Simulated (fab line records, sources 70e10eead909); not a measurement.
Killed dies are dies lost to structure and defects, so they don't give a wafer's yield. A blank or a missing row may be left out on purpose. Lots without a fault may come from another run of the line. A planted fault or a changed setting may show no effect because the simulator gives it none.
Chamber matching | flow nand_harc | NHARC_P_STI_ETCH_42 on rie_diel-04: 4 sister chambers
The step etches the open film in N2/H2, target depth 80 nm, overetch 24 nm, time 61 s. 16 wafers are shown with their chamber, then 8 later ones without.

WAFERS WITH THEIR CHAMBER
wafer  | chamber | rf_vpp_V (V) | h2_flow_sccm (sccm) | oes_product_au (a.u.)
L074.1 | 2       | 432.7        | 149.8               | 1.004
L074.3 | 3       | 433.8        | 150.9               | 0.995
L074.4 | 1       | 430.1        | 149.1               | 0.998
L076.1 | 0       | 430.1        | 150.0               | 0.999
L076.2 | 1       | 429.3        | 149.6               | 0.994
L076.5 | 1       | 429.1        | 148.8               | 0.986
L077.1 | 3       | 432.6        | 149.5               | 1.005
L077.5 | 1       | 428.7        | 150.0               | 1.008
L077.6 | 2       | 433.9        | 149.5               | 0.999
L078.1 | 0       | 430.1        | 149.7               | 0.991
L078.4 | 1       | 429.2        | 150.0               | 1.001
L078.5 | 2       | 433.7        | 149.0               | 0.989
L081.1 | 1       | 429.4        | 149.8               | 0.997
L081.2 | 0       | 430.0        | 149.8               | 0.995
L081.4 | 2       | 433.4        | 149.1               | 1.004
L085.2 | 1       | 429.7        | 150.6               | 1.002

SIGNATURES (means of the wafers above)
reading        | chamber 0 | chamber 1 | chamber 2 | chamber 3 | scatter within a chamber
rf_vpp_V       | 430.067   | 429.357   | 433.425   | 433.200   | 0.479
h2_flow_sccm   | 149.833   | 149.700   | 149.350   | 150.200   | 0.549
oes_product_au | 0.99500   | 0.99800   | 0.99900   | 1.00000   | 0.00657
Rule: a wafer's distance from a chamber is the root of the sum, over the readings, of the square of ((its reading less the chamber's mean) divided by the reading's scatter). The wafer belongs to the nearest chamber; if the next one is less than 2 further off, it can't be placed. The scatter: the root of (the sum of the squares of (reading less its chamber's mean) over the shown wafers, divided by (wafers less chambers)).

WAFERS WITHOUT THEIR CHAMBER
wafer  | rf_vpp_V (V) | h2_flow_sccm (sccm) | oes_product_au (a.u.)
L085.3 | 428.4        | 149.6               | 0.999
L085.6 | 432.6        | 150.1               | 1.015
L086.2 | 432.9        | 150.3               | 0.983
L086.3 | 434.9        | 149.4               | 0.994
L086.4 | 429.2        | 151.1               | 0.991
L091.4 | 429.4        | 149.6               | 1.003
L091.5 | 428.7        | 149.8               | 1.002
L091.6 | 430.2        | 149.2               | 0.995

WHICH CHAMBER EACH WENT THROUGH
wafer  | from the rows above     | in truth
L085.3 | can't be placed: 1 or 0 | 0
L085.6 | can't be placed: 3 or 2 | 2
L086.2 | can't be placed: 3 or 2 | 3
L086.3 | can't be placed: 2 or 3 | 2
L086.4 | can't be placed: 1 or 0 | 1
L091.4 | can't be placed: 1 or 0 | 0
L091.5 | can't be placed: 1 or 0 | 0
L091.6 | can't be placed: 0 or 1 | 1
Placed correctly: 0 of 8. Can't be placed from these rows: 8 (the true chamber is among the candidates in 8). Placed wrongly: 0.
